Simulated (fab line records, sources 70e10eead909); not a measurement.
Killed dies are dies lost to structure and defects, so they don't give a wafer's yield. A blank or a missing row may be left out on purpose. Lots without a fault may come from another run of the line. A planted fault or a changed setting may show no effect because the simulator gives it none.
Problem report in the 8D (eight disciplines) form, filled by code | flow nand_harc | the parts of the form that need people (team, actions taken, sign-off) are left out

1. THE PROBLEM
run_length_s at NHARC_A_WL_FILL_ETCHBACK_04 reads a mean of 127.9 s on 2 wafers of 1 lot; wafers without a fault read 141.1 s with a standard deviation of 0.51. That is -26 standard deviations from the usual mean.
The step: etches the open film in NF3, target depth 60 nm, time 120 s.
First seen on wafer L114.3, day 26 16:16, on rie_metal-01. The record holds 33 wafers of 11 lots with a number at this step. Rule for "out", or "out of limits": more than 4 standard deviations from the usual mean. The other wafers with a number count as sound.

2. WHAT IT IS AND WHAT IT IS NOT
question                    | is                | is not
which readings at this step | run_length_s      | drypump_motor_current_A, oes_product_au
which lots                  | L114              | L100, L101, L103, L104, L105, L106, L116, L117, L119, L121
which wafers of those lots  | L114.3, L114.4    | L114.2
read on which tools         | rie_metal-01      | rie_metal-02, rie_metal-03
when                        | from day 26 16:16 | up to then (19 sound wafers); but 12 sound wafers of L116, L117, L119, L121 came after

3. SUSPECTS, AND WHAT RULES EACH OUT
Counting: a tool at a process step up to the reading stays a suspect if it ran every lot that is out. Sound lots after the first of them don't rule it out here, since some wafers of a struck lot are sound.
- rie_diel-13 at NHARC_A_SLIT_DESCUM_14 (chemistry O2, time 3 s): kept. It ran the lot that is out, L114 (day 25 21:55); its last sound lot up to then is L104 (day 21 17:43).
- rie_diel-13 at NHARC_A_SLIT_ETCH_24 (etches the open film in CF4/CHF3, target depth 121 nm, time 60.5 s): kept. It ran the lot that is out, L114 (day 25 22:01); its last sound lot up to then is L104 (day 21 18:16).
- rie_diel-13 at NHARC_A_SLIT_ETCH_15 (etches the open film in O2/COS, target depth 6200 nm, time 1612 s): kept. It ran the lot that is out, L114 (day 26 16:16); its last sound lot up to then is L104 (day 22 08:28). NHARC_A_SLIT_ETCH_15 gives no start for some lots, so the hours and the order of its lots are those of NHARC_A_WL_FILL_ETCHBACK_04.
- rie_metal-01 at NHARC_A_WL_FILL_ETCHBACK_04 (etches the open film in NF3, target depth 60 nm, time 120 s): kept. It ran the lot that is out, L114 (day 26 16:16); its last sound lot up to then is L105 (day 22 20:35). Its own readings are out on those wafers: run_length_s.
- Within rie_diel-13 at NHARC_A_SLIT_DESCUM_14: the wafers that are out ran in chambers 2, 3; their sound lot-mates ran in chamber 0.
- Within rie_diel-13 at NHARC_A_SLIT_ETCH_24: the wafers that are out ran in chambers 1, 2; their sound lot-mates ran in chamber 3.
- Within rie_diel-13 at NHARC_A_SLIT_ETCH_15: the wafers that are out ran in chambers 1, 2; their sound lot-mates ran in chamber 0.
Left after counting: rie_diel-13 at NHARC_A_SLIT_DESCUM_14, rie_diel-13 at NHARC_A_SLIT_ETCH_24, rie_diel-13 at NHARC_A_SLIT_ETCH_15, rie_metal-01 at NHARC_A_WL_FILL_ETCHBACK_04.

4. THE CAUSE (what the simulator had put in)
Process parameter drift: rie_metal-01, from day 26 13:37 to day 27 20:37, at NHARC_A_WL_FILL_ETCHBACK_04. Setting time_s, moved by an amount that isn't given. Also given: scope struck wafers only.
Counting left 4 suspects, and this tool is among them.

5. THE CHAIN OF EFFECTS, in route order
Each row: a reading whose mean over the struck wafers that have a number lies more than 3 standard deviations from the usual. Only readings for which the record gives a usual standard deviation are gone through. hours: the time from each lot's start at the first step in this table that gives one to its start at this step, as a median over the lots. sigmas: the change in usual standard deviations.
hours | step                        | reading      | usual   | on struck wafers | change | sigmas
0     | NHARC_A_WL_FILL_ETCHBACK_04 | run_length_s | 141.1 s | 127.9            | -13.2  | -26
The process steps in it:
- NHARC_A_WL_FILL_ETCHBACK_04: etches the open film in NF3, target depth 60 nm, time 120 s.

6. WHAT WOULD HAVE CAUGHT IT SOONER
In this record the first reading out of limits was taken at day 26 16:16, 3 hours after the fault began at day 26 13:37.
